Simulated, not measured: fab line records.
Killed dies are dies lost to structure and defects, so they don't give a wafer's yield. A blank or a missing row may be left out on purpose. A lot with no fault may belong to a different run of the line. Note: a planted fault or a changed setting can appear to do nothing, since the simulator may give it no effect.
fab line records	flow n5Finfet
record lots=7	wafers=39
route steps=1938 shown FIN_SAQP@96 SPACER0@260 SD_EPI_N@262 BEOL_M6@1212 BEOL_M7@1302 BEOL_M13@1705 BEOL_M15@1827
startH: start of the lot's first displayed wafer, in hours after the record's first day	waitH: hours from the lot's prior step to this one	" repeats the value in the row above	L1.1+2: a row that stands for several wafers	- either no value or no given start	* or withheld: withheld	< > ~ a bound
route shown NAME@n: NAME is a module with steps in the file, n the number in the route of the first one	usual: mean and standard deviation over wafers with no fault	same: alike in all rows	chamber/n: place in a boat	sites: readings site by site	_std_site: how widely they spread, as a standard deviation	_edge_site: mean of outer sites minus mean of inner sites	radiusMm: how far each site lies from the wafer's centre	mask NAME#n: copy n	behind: the most recent tool/chamber to have shaped the wafer	hold: reason for holding the lot/hours on hold/outcome of the hold	device: whichever transistor did not switch (one of n, p or np)	end of line: tests of these same wafers at the route's end	a step with no rows: only its recipe	killed: at the first sort, the dies lost to defects and structure; wafer yield is something else	map: a wafer's dies, x killed, . not, _ none there
set.NAME: the setting that was run; set.NAME@STEP: the one run at that earlier step	model.NAME: the simulator's own value behind a step, which no gauge read
lots where settings were altered on purpose, with a table for each step and a row for each wafer
## steps
# step N5_FIN_SAQP_HM_DEP_03
# recipe material=SiNx	targetThkA=380	tempC=400	precursor=SiH4/NH3/N2	pressureTorr=1.5	rfW=300	timeS=33.6
lot.wafer	tool	chamber	startH	waitH	set.timeS	model.SiNx_of_FIN_SAQP_HM_DEP_03.thkNm
L074.1	pecvd-01	0	21.13	0.2	33.6	37.95
L074.2	"	2	"	"	33.6	38.2
L074.3	"	1	"	"	33.6	37.84
L074.4	"	1	"	"	33.6	38.34
L074.5	"	0	"	"	33.6	38.37
L074.6	"	2	"	"	33.6	38.49
L079.2	pecvd-04	0	50.95	0.2	33.6	37.97
L079.3	"	1	"	"	33.6	37.83
L079.5	"	1	"	"	33.6	37.98
L083.1	pecvd-01	2	74.97	0.2	33.6	37.58
L083.2	"	1	"	"	33.6	38.42
L083.3	"	0	"	"	33.6	38.09
L083.4	"	0	"	"	33.6	38.07
L083.5	"	1	"	"	33.6	38.82
L083.6	"	2	"	"	33.6	38.79
L084.1	pecvd-03	2	82.87	0.2	33.6	37.97
L084.2	"	0	"	"	33.6	37.8
L084.3	"	1	"	"	33.6	37.44
L084.4	"	1	"	"	33.6	37.61
L084.5	"	2	"	"	33.6	38.08
L084.6	"	0	"	"	33.6	38.28
L085.1	pecvd-03	2	90.80	0.2	51.96	58.27
L085.2	"	1	"	"	33.6	37.47
L085.3	"	0	"	"	33.6	38.08
L085.4	"	1	"	"	33.6	38.77
L085.5	"	2	"	"	51.96	59.56
L085.6	"	0	"	"	51.96	59.52
L093.1	pecvd-01	0	134.46	0.2	42.61	47.7
L093.2	"	1	"	"	42.61	47.33
L093.3	"	2	"	"	33.6	37.9
L093.4	"	0	"	"	33.6	37.66
L093.5	"	1	"	"	42.61	48.4
L093.6	"	2	"	"	33.6	38.24
L095.1	pecvd-01	2	149.13	0.2	33.6	37.65
L095.2	"	0	"	"	33.6	37.58
L095.3	"	1	"	"	33.6	37.38
L095.4+5	"	2,1	"	"	33.6	38.32
L095.6	"	0	"	"	33.6	38.2
# step N5_FIN_SAQP_THK_MEAS_05
# usual thkNm=38.1/0.51
lot.wafer	tool	chamber	startH	waitH	set.timeS@FIN_SAQP_HM_DEP_03	thkNm
L074.1	filmMetro-02	-	21.22	0.1	33.6	38.0
L074.2	"	-	"	"	33.6	38.2
L074.3	"	-	"	"	33.6	37.9
L074.4	"	-	"	"	33.6	38.3
L074.5	"	-	"	"	33.6	38.3
L074.6	"	-	"	"	33.6	38.5
L079.2	filmMetro-02	-	51.04	0.1	33.6	37.9
L079.3	"	-	"	"	33.6	37.8
L079.5	"	-	"	"	33.6	38.0
L083.1	filmMetro-01	-	75.06	0.1	33.6	37.6
L083.2	"	-	"	"	33.6	38.5
L083.3	"	-	"	"	33.6	38.0
L083.4	"	-	"	"	33.6	38.1
L083.5	"	-	"	"	33.6	38.8
L083.6	"	-	"	"	33.6	38.8
L084.1	filmMetro-02	-	82.95	0.1	33.6	38.0
L084.2	"	-	"	"	33.6	37.8
L084.3	"	-	"	"	33.6	37.4
L084.4	"	-	"	"	33.6	37.6
L084.5	"	-	"	"	33.6	38.1
L084.6	"	-	"	"	33.6	38.3
L085.1	filmMetro-01	-	90.88	0.1	51.96	58.3
L085.2	"	-	"	"	33.6	37.4
L085.3	"	-	"	"	33.6	38.1
L085.4	"	-	"	"	33.6	38.7
L085.5	"	-	"	"	51.96	59.5
L085.6	"	-	"	"	51.96	59.5
L093.1	filmMetro-02	-	134.55	0.1	42.61	47.7
L093.2	"	-	"	"	42.61	47.3
L093.3	"	-	"	"	33.6	37.9
L093.4	"	-	"	"	33.6	37.7
L093.5	"	-	"	"	42.61	48.4
L093.6	"	-	"	"	33.6	38.2
L095.1	filmMetro-02	-	149.22	0.1	33.6	37.6
L095.2	"	-	"	"	33.6	37.6
L095.3	"	-	"	"	33.6	37.4
L095.4	"	-	"	"	33.6	38.3
L095.5	"	-	"	"	33.6	38.3
L095.6	"	-	"	"	33.6	38.2
# step N5_FIN_SAQP_PECVD_47
# recipe material=a-Si	targetThkA=450	tempC=400	precursor=SiH4/He	pressureTorr=3	rfW=100	timeS=36.3
# step N5_FIN_SAQP_PECVD_48
# recipe material=SiNx	targetThkA=250	tempC=400	precursor=SiH4/NH3/N2	pressureTorr=1.5	rfW=300	timeS=22.1
# step N5_FIN_SAQP_MANDREL2_REMOVE_60
# recipe chemistry=HBr/Cl2/O2	btTimeS=10	target=a-Si	stopOn=SiNx	endpoint=OES-SiCl	overEtchFrac=1	icpW=600	biasW=22	HBr_flow_sccm=150	Cl2_flow_sccm=80	O2_flow_sccm=5	pressureMtorr=10
# step N5_FIN_SAQP_HM_OPEN_33
# recipe chemistry=CH3F/O2	target=SiNx	maskMaterial=SiO2	targetDepthA=494	timeS=70.6	pressureMtorr=30	sourceW=395	biasW=73	Ar_flow_sccm=150	CH3F_flow_sccm=30	O2_flow_sccm=20	ionEnergyEv=120	ends=cleared
# usual etchRfOnTimeS=70.2/1.9
lot.wafer	tool	chamber	startH	waitH	set.timeS@FIN_SAQP_HM_DEP_03	etchRfOnTimeS	model.etch.depthNm
L074.1	rieDiel-06	2	27.31	0.1	33.6	70.8	37.12
L074.2	"	1	"	"	33.6	70.9	37.58
L074.3	"	3	"	"	33.6	72.9	37.21
L074.4	"	1	"	"	33.6	71.2	37.71
L074.5	"	3	"	"	33.6	72.9	37.74
L074.6	"	2	"	"	33.6	71.7	37.87
L079.2	rieDiel-01	3	56.53	0.0	33.6	65.7	37.09
L079.3	"	0	"	"	33.6	71.5	37.2
L079.5	"	2	"	"	33.6	70.9	37.35
L083.1	rieDiel-01	1	79.37	0.1	33.6	69.7	36.7
L083.2	"	0	"	"	33.6	73.6	37.8
L083.3	"	3	"	"	33.6	66.7	37.37
L083.4	"	1	"	"	33.6	71.3	37.45
L083.5	"	0	"	"	33.6	73.8	37.94
L083.6	"	3	"	"	33.6	68.6	38.16
L084.1	rieDiel-03	2	88.96	0.1	33.6	70.6	37.34
L084.2	"	1	"	"	33.6	69.7	37.08
L084.3	"	0	"	"	33.6	67.9	36.81
L084.4	"	3	"	"	33.6	67.3	36.73
L084.5	"	0	"	"	33.6	68.7	37.45
L084.6	"	3	"	"	33.6	68.5	37.56
L085.1	rieDiel-06	2	96.63	0.1	51.96	108.9	57.64
L085.2	"	0	"	"	33.6	67.5	36.84
L085.3	"	1	"	"	33.6	70.3	37.2
L085.4	"	3	"	"	33.6	71.7	38.05
L085.5	"	3	"	"	51.96	111.4	58.68
L085.6	"	2	"	"	51.96	111.5	58.8
L093.1	rieDiel-03	1	140.29	0.0	42.61	87.9	46.71
L093.2	"	0	"	"	42.61	86.3	46.46
L093.3	"	2	"	"	33.6	70.2	37.27
L093.4	"	3	"	"	33.6	68.2	37.03
L093.5	"	0	"	"	42.61	88.3	47.53
L093.6	"	1	"	"	33.6	71.3	37.61
L095.1	rieDiel-06	1	154.03	0.0	33.6	68.6	36.65
L095.2	"	0	"	"	33.6	67.1	36.72
L095.3	"	3	"	"	33.6	70.2	36.75
L095.4	"	2	"	"	33.6	72.7	37.69
L095.5	"	2	"	"	33.6	72.1	37.69
L095.6	"	1	"	"	33.6	70.5	37.57
# step N5_FIN_SAQP_ETCH_34
# recipe chemistry=C4F6/O2	target=SiO2	targetDepthA=450	timeS=15	ionEnergyEv=250	pressureMtorr=30	sourceW=345	biasW=185	Ar_flow_sccm=300	C4F6_flow_sccm=10	O2_flow_sccm=10	ends=cleared
# step N5_FIN_SAQP_STRIP_77
# recipe chemistry=N2/H2	timeS=90	powerW=100	tempC=40	pressureMtorr=100	rfFrequencyHz=6e+07	biasPowerW=3	n2FlowSccm=300	h2FlowSccm=300
# step N5_FIN_SAQP_ETCH_64
# recipe chemistry=CF4	target=SiO2	targetDepthA=15	ionEnergyEv=350	pressureMtorr=10	icpW=800	biasW=400	cf4FlowSccm=80
# step N5_FIN_SAQP_FIN_ETCH_36
# recipe chemistry=HBr/Cl2/O2	targetDepthA=1200	maskMaterial=SiNx	timeS=50.4	biasW=102	pressureMtorr=10	icpW=800	HBr_flow_sccm=150	Cl2_flow_sccm=80	O2_flow_sccm=12
lot.wafer	tool	chamber	startH	waitH	set.timeS@FIN_SAQP_HM_DEP_03	model.SiNx_of_FIN_SAQP_HM_DEP_03.thkNm
L074.1+3+5	rieSi-04	0,3,1	27.60	0.0	33.6	21
L074.2+4	"	1,2	"	"	33.6	20.8
L074.6	"	0	"	"	33.6	21.8
L079.2	rieSi-05	1	56.81	0.0	33.6	20.4
L079.3	"	3	"	"	33.6	21.2
L079.5	"	2	"	"	33.6	21.6
L083.1	rieSi-05	2	79.66	0.0	33.6	20.8
L083.2	"	1	"	"	33.6	21.2
L083.3	"	0	"	"	33.6	21.4
L083.4	"	3	"	"	33.6	21.6
L083.5	"	0	"	"	33.6	22
L083.6	"	3	"	"	33.6	22.2
L084.1+5	rieSi-01	1	89.25	0.0	33.6	21.2
L084.2	"	3	"	"	33.6	20.8
L084.3	"	2	"	"	33.6	20.6
L084.4	"	0	"	"	33.6	20.4
L084.6	"	2	"	"	33.6	21.6
L085.1	rieSi-04	1	96.91	0.0	51.96	40.8
L085.2	"	2	"	"	33.6	20.2
L085.3	"	0	"	"	33.6	21.2
L085.4	"	3	"	"	33.6	22
L085.5	"	2	"	"	51.96	42
L085.6	"	3	"	"	51.96	42.6
L093.1	rieSi-05	2	140.58	0.0	42.61	31
L093.2	"	1	"	"	42.61	30
L093.3+4+6	"	0,3,1	"	"	33.6	21.4
L093.5	"	2	"	"	42.61	31.8
L095.1	rieSi-01	0	154.32	0.0	33.6	20.2
L095.2	"	3	"	"	33.6	20.6
L095.3	"	1	"	"	33.6	20.8
L095.4+5	"	2	"	"	33.6	21.8
L095.6	"	1	"	"	33.6	21.6
# step N5_SPACER0_ALD_08
# recipe material=SiNx	targetThkA=20	tempC=400	aldPrecursorFamily=SiH2I2	aldCoReactant=N2/H2-plasma	pressureTorr=2
lot.wafer	tool	chamber	startH	waitH	set.targetThkA	model.SiNx_of_SPACER0_ALD_08.thkNm
L074.1+4+6	aldSin-02	0,1,2	49.91	0.1	20	2
L074.2+3+5	"	2,3,1	"	"	30.65	3
L079.2+3+5	aldSin-01	3,2,0	81.65	0.1	20	2
L083.1+5+6	aldSin-01	3,3,2	107.49	0.1	10.56	1
L083.2+3+4	"	1,0,2	"	"	20	2
L084.1+2+5	aldSin-01	3,0,1	119.28	0.1	11.87	1.2
L084.3+4+6	"	2,1,0	"	"	20	2
L085.1+2+6	aldSin-04	3,2,3	123.14	0.1	20	2
L085.3+4+5	"	1,0,2	"	"	28.85	2.8
L093.1+2+4	aldSin-02	2,1,3	164.40	0.1	24.45	2.4
L093.3+5+6	"	0,1,2	"	"	20	2
L095.1+2+4	aldSin-02	3,2,1	175.01	0.1	8.238	0.8
L095.3+5+6	"	0,3,2	"	"	20	2
# step N5_SD_EPI_N_COAT_32
# recipe resist=SOC	tempC=250	timeS=60	spinRpm=1500	resistThkNm=350
# step N5_SD_EPI_N_SD_RECESS_17
# recipe chemistry=HBr/Cl2/O2	targetDepthA=410	maskMaterial=SOC	timeS=23.7	btTimeS=3	pressureMtorr=10	icpW=800	biasW=112	HBr_flow_sccm=150	Cl2_flow_sccm=80	O2_flow_sccm=12
# step N5_SD_EPI_N_STRIP_38
# recipe chemistry=N2/H2	powerW=1000	tempC=250	h2Frac=0.65	overashFraction=0.3	pressureMtorr=withheld	n2FlowSccm=1750	h2FlowSccm=3250
# step N5_SD_EPI_N_WET_ETCH_43
# recipe chemistry=dHF	dilution=withheld	timeS=14	target=SiO2	targetDepthA=15	tempC=25
lot.wafer	tool	chamber	startH	waitH	set.targetThkA@SPACER0_ALD_08	model.SiNx_of_SPACER0_ALD_08.thkNm
L074.1+4+6	wetBench-05	1,3,2	51.54	-	20	1.6
L074.2+3+5	"	5,4,6	"	"	30.65	2.6
L079.2+3+5	wetBench-04	3,6,7	83.38	-	20	1.6
L083.1+5+6	wetBench-05	1,4,3	108.88	-	10.56	0.6
L083.2+3+4	"	6,2,5	"	"	20	1.6
L084.1+2+5	wetBench-05	1,2,6	120.69	-	11.87	0.8
L084.3+4+6	"	5,7,0	"	"	20	1.6
L085.1+2+6	wetBench-04	3,1,4	124.66	-	20	1.6
L085.3+4+5	"	2,6,5	"	"	28.85	2.4
L093.1+2+4	wetBench-05	0,5,3	165.91	-	24.45	2
L093.3+5+6	"	7,4,6	"	"	20	1.6
L095.1+2+4	wetBench-05	3,5,4	176.58	-	8.238	0.4
L095.3+5	"	2,1	"	"	20	1.6
L095.6	"	6	"	"	20	1.4
# step N5_BEOL_M6_ETCH_62
# recipe chemistry=N2/H2	target=SOC	targetDepthA=1100	overetchA=220	maskMaterial=SiARC	tempC=40	timeS=165	ionEnergyEv=200	pressureMtorr=30	sourceW=840	biasW=150	n2FlowSccm=200	h2FlowSccm=200
lot.wafer	tool	chamber	startH	waitH	set.timeS	model.SiARC_of_BEOL_M6_COAT_60.thkNm
L074.1+6	rieDiel-06	1,0	204.63	0.0	165	28.4
L074.2+5	"	3	"	"	252.6	25.4
L074.3	"	2	"	"	165	28.8
L074.4	"	0	"	"	252.6	25
L079.2+5	rieDiel-06	0	232.19	0.0	165	28.6
L079.3	"	3	"	"	165	28.8
L083.1	rieDiel-06	0	235.20	0.0	129.4	29.8
L083.2+5	"	3,2	"	"	129.4	30
L083.3	"	2	"	"	165	28.8
L083.4	"	0	"	"	165	28.4
L083.6	"	3	"	"	165	28.6
L084.1+6	rieDiel-06	2	253.45	0.0	107.4	31
L084.2	"	0	"	"	107.4	30.8
L084.3	"	1	"	"	165	27.8
L084.4	"	3	"	"	165	28.6
L084.5	"	1	"	"	165	28.2
L085.1+6	rieDiel-01	1	257.22	0.0	165	28.4
L085.2+5	"	2	"	"	165	28.2
L085.3+4	"	0	"	"	165	28.6
L093.1	rieDiel-06	2	297.45	0.0	165	28.8
L093.2+5	"	1	"	"	165	28
L093.3+6	"	0	"	"	165	28.4
L093.4	"	3	"	"	165	28.6
L095.1+2+3+5+6	rieDiel-03	3,1,2,1,0	328.07	0.0	165	28.6
L095.4	"	0	"	"	165	28.8
# step N5_BEOL_M7_ETCH_66
# recipe chemistry=N2/H2	target=SOC	targetDepthA=800	overetchA=160	maskMaterial=SiARC	tempC=40	timeS=120	ionEnergyEv=200	pressureMtorr=30	sourceW=840	biasW=150	n2FlowSccm=200	h2FlowSccm=200
lot.wafer	tool	chamber	startH	waitH	set.timeS	model.SiARC_of_BEOL_M7_COAT_64.thkNm
L074.1	rieDiel-02	1	213.82	0.0	120	6.8
L074.2+3	"	3,0	"	"	120	6.6
L074.4	"	3	"	"	95.7	7.6
L074.5+6	"	0,1	"	"	95.7	7.8
L079.2+3	rieDiel-05	0,2	241.30	0.0	120	6.4
L079.5	"	1	"	"	120	7
L083.1+5+6	rieDiel-02	2,2,3	243.84	0.0	90.8	7.8
L083.2+3	"	0,1	"	"	120	6.8
L083.4	"	3	"	"	120	6.6
L084.1	rieDiel-04	2	262.22	0.0	120	6.6
L084.2+5	"	0,3	"	"	139.5	5.4
L084.3+4	"	3,2	"	"	120	6.4
L084.6	"	0	"	"	139.5	5.2
L085.1	rieDiel-04	2	266.64	0.0	120	6.6
L085.2+6	"	0	"	"	176.9	3.6
L085.3+5	"	3	"	"	120	6.4
L085.4	"	2	"	"	176.9	4
L093.1	rieDiel-02	1	308.66	0.0	90.59	8
L093.2+6	"	0,1	"	"	120	6.6
L093.3+4	"	3,2	"	"	90.59	7.8
L093.5	"	2	"	"	120	6.4
L095.1+4	rieDiel-02	1,0	338.12	0.0	120	6.8
L095.2+6	"	3,1	"	"	120	6.6
L095.3+5	"	2	"	"	120	6.4
# step N5_BEOL_M13_SPUTTER_43
# recipe material=TaN	targetThkA=150	tempC=50	biasV=168.6	powerW=15000	chamberPressurePa=0.12	timeS=24.19
lot.wafer	tool	chamber	startH	waitH	set.timeS	model.TaN_of_BEOL_M13_SPUTTER_43.thkNm
L074.1	pvdSputter-01	-	256.40	0.0	29.36	17.8
L074.2+3+5	"	-	"	"	24.19	15.2
L074.4	"	-	"	"	29.36	18.4
L074.6	"	-	"	"	29.36	18
L079.2	pvdSputter-01	-	288.26	0.0	24.19	15.2
L079.3+5	"	-	"	"	24.19	15.4
L083.1+4+5+6	pvdSputter-02	-	290.05	0.0	24.19	14.8
L083.2	"	-	"	"	24.19	14.6
L083.3	"	-	"	"	24.19	15
L084.1	pvdSputter-02	-	310.90	0.0	24.19	15.2
L084.2+3	"	-	"	"	24.19	15.4
L084.4+6	"	-	"	"	24.19	15.6
L084.5	"	-	"	"	24.19	15
L085.1	pvdSputter-02	-	315.62	0.0	15.67	9.8
L085.2+5	"	-	"	"	15.67	10
L085.3	"	-	"	"	24.19	14.8
L085.4	"	-	"	"	24.19	15.2
L085.6	"	-	"	"	24.19	15
L093.1	pvdSputter-03	-	364.58	0.0	24.19	15.4
L093.2	"	-	"	"	24.19	15.2
L093.3	"	-	"	"	38.36	23.8
L093.4	"	-	"	"	38.36	24.4
L093.5	"	-	"	"	24.19	15.6
L093.6	"	-	"	"	38.36	24.2
L095.1+2+3+5+6	pvdSputter-01	-	387.32	0.0	24.19	15.2
L095.4	"	-	"	"	24.19	14.6
# step N5_BEOL_M13_SPUTTER_44
# recipe material=Ta	targetThkA=100	tempC=50	biasV=80	powerW=15000	chamberPressurePa=0.07	timeS=16.13
# step N5_BEOL_M13_SPUTTER_45
# recipe material=Cu	targetThkA=800	tempC=-20	biasV=60	powerW=26000	chamberPressurePa=0.13	timeS=13.33
# step N5_BEOL_M13_ECD_47
# recipe material=Cu	targetThkA=9360
# step N5_BEOL_M13_ANNEAL_48
# recipe tempC=225	timeS=90	ambient=N2
# step N5_BEOL_M13_CMP_49
# recipe stopOn=SiOC	tOverpolishS=17.1	downForcePsi=1	platenRpm=50	clearingPlatenDownForcePsi=1.5	clearingPlatenRpm=50	postCmpClean=cuAlkaline	targetThkNm=420	clearingPlatenPadVelocityMS=0.99484	padVelocityMS=0.99484
# usual barrierFieldEndpointS=30.5/0.77
lot.wafer	tool	chamber	startH	waitH	set.timeS@BEOL_M13_SPUTTER_43	barrierFieldEndpointS
L074.1	cmp-02	3	257.14	0.3	29.36	34.4
L074.2	"	0	"	"	24.19	28.6
L074.4	"	1	"	"	29.36	34.1
L074.3	"	2	"	"	24.19	30.8
L074.5	"	3	"	"	24.19	31.0
L074.6	"	0	"	"	29.36	32.2
L079.2	cmp-04	2	289.04	0.2	24.19	31.2
L079.3	"	3	"	"	24.19	31.1
L079.5	"	1	"	"	24.19	31.3
L083.4	cmp-04	0	291.03	0.1	24.19	29.9
L083.3	"	1	"	"	24.19	30.7
L083.1	"	2	"	"	24.19	29.6
L083.2	"	3	"	"	24.19	29.8
L083.5	"	0	"	"	24.19	30.3
L083.6	"	1	"	"	24.19	29.7
L084.2	cmp-04	0	311.81	0.2	24.19	31.2
L084.1	"	1	"	"	24.19	31.8
L084.4	"	2	"	"	24.19	31.6
L084.3	"	3	"	"	24.19	30.4
L084.6	"	0	"	"	24.19	31.3
L084.5	"	1	"	"	24.19	30.7
L085.1	cmp-04	1	316.42	0.3	15.67	24.1
L085.2	"	2	"	"	15.67	23.6
L085.4	"	3	"	"	24.19	29.8
L085.3	"	0	"	"	24.19	29.7
L085.6	"	1	"	"	24.19	29.8
L085.5	"	2	"	"	15.67	24.3
L093.2	cmp-04	3	365.33	0.2	24.19	30.3
L093.4	"	0	"	"	38.36	41.7
L093.1	"	1	"	"	24.19	30.8
L093.3	"	2	"	"	38.36	41.6
L093.5	"	3	"	"	24.19	30.0
L093.6	"	0	"	"	38.36	41.4
L095.1	cmp-02	1	388.06	0.3	24.19	30.9
L095.2	"	2	"	"	24.19	31.4
L095.3	"	3	"	"	24.19	31.5
L095.4	"	0	"	"	24.19	29.4
L095.5	"	1	"	"	24.19	30.9
L095.6	"	2	"	"	24.19	31.5
# step N5_BEOL_M15_DEP_53
# recipe material=SiCN	targetThkA=500	tempC=withheld	precursor=3MS/NH3	pressureTorr=3	rfW=675	timeS=17.8
lot.wafer	tool	chamber	startH	waitH	set.timeS	model.SiCN_of_BEOL_M15_DEP_53.thkNm
L074.1	pecvd-02	1	268.79	0.0	17.8	50
L074.2	"	0	"	"	10.39	31
L074.3	"	2	"	"	10.39	29.4
L074.4	"	1	"	"	17.8	50.6
L074.5	"	2	"	"	17.8	50.2
L074.6	"	0	"	"	10.39	31.2
L079.2	pecvd-04	0	304.17	0.0	17.8	50.4
L079.3	"	1	"	"	17.8	50.8
L079.5	"	1	"	"	17.8	51.6
L083.1	pecvd-04	2	304.44	0.0	11.52	32.8
L083.2+3	"	0,1	"	"	17.8	49.4
L083.4	"	1	"	"	11.52	32.6
L083.5	"	2	"	"	17.8	50.4
L083.6	"	0	"	"	11.52	32.4
L084.1	pecvd-01	0	321.25	0.0	17.8	49.6
L084.2	"	1	"	"	17.8	50.6
L084.3	"	2	"	"	17.8	48.6
L084.4	"	2	"	"	8.597	24.6
L084.5	"	1	"	"	8.597	25.2
L084.6	"	0	"	"	8.597	24.8
L085.1	pecvd-04	1	328.61	0.0	25.87	71.2
L085.2	"	0	"	"	17.8	49.2
L085.3	"	2	"	"	25.87	71.4
L085.4	"	2	"	"	17.8	50
L085.5	"	0	"	"	17.8	50.8
L085.6	"	1	"	"	25.87	72.2
L093.1	pecvd-02	1	381.68	0.0	25.23	69
L093.2	"	2	"	"	17.8	49
L093.3+6	"	0,1	"	"	17.8	49.6
L093.4	"	2	"	"	25.23	70
L093.5	"	0	"	"	25.23	71.2
L095.1+4	pecvd-01	1	397.70	0.0	7.306	21.4
L095.2	"	2	"	"	17.8	49.6
L095.3	"	2	"	"	17.8	50
L095.5	"	2	"	"	17.8	50.2
L095.6	"	1	"	"	7.306	21.8
## key
split step=N5_FIN_SAQP_HM_DEP_03	setting=timeS	stated=33.6	by=wafer
response step=N5_FIN_SAQP_HM_DEP_03	reading=model.SiNx_of_FIN_SAQP_HM_DEP_03.thkNm	change=+0.381	per=1%	r=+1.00
response step=N5_FIN_SAQP_THK_MEAS_05	reading=thkNm	change=*	per=1%	r=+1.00
response step=N5_FIN_SAQP_HM_OPEN_33	reading=etchRfOnTimeS	change=*	per=1%	r=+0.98
response step=N5_FIN_SAQP_HM_OPEN_33	reading=model.etch.depthNm	change=+0.379	per=1%	r=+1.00
response step=N5_FIN_SAQP_FIN_ETCH_36	reading=model.SiNx_of_FIN_SAQP_HM_DEP_03.thkNm	change=+0.374	per=1%	r=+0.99
split step=N5_SPACER0_ALD_08	setting=targetThkA	stated=20	by=wafer
response step=N5_SPACER0_ALD_08	reading=model.SiNx_of_SPACER0_ALD_08.thkNm	change=+0.0196	per=1%	r=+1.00
response step=N5_SD_EPI_N_WET_ETCH_43	reading=model.SiNx_of_SPACER0_ALD_08.thkNm	change=+0.0193	per=1%	r=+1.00
split step=N5_BEOL_M6_ETCH_62	setting=timeS	stated=165	by=wafer
response step=N5_BEOL_M6_ETCH_62	reading=model.SiARC_of_BEOL_M6_COAT_60.thkNm	change=-0.0661	per=1%	r=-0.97
split step=N5_BEOL_M7_ETCH_66	setting=timeS	stated=120	by=wafer
response step=N5_BEOL_M7_ETCH_66	reading=model.SiARC_of_BEOL_M7_COAT_64.thkNm	change=-0.0555	per=1%	r=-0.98
split step=N5_BEOL_M13_SPUTTER_43	setting=timeS	stated=24.19	by=wafer
response step=N5_BEOL_M13_SPUTTER_43	reading=model.TaN_of_BEOL_M13_SPUTTER_43.thkNm	change=+0.146	per=1%	r=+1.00
response step=N5_BEOL_M13_CMP_49	reading=barrierFieldEndpointS	change=+0.183	per=1%	r=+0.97
split step=N5_BEOL_M15_DEP_53	setting=timeS	stated=17.8	by=wafer
response step=N5_BEOL_M15_DEP_53	reading=model.SiCN_of_BEOL_M15_DEP_53.thkNm	change=+0.481	per=1%	r=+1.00
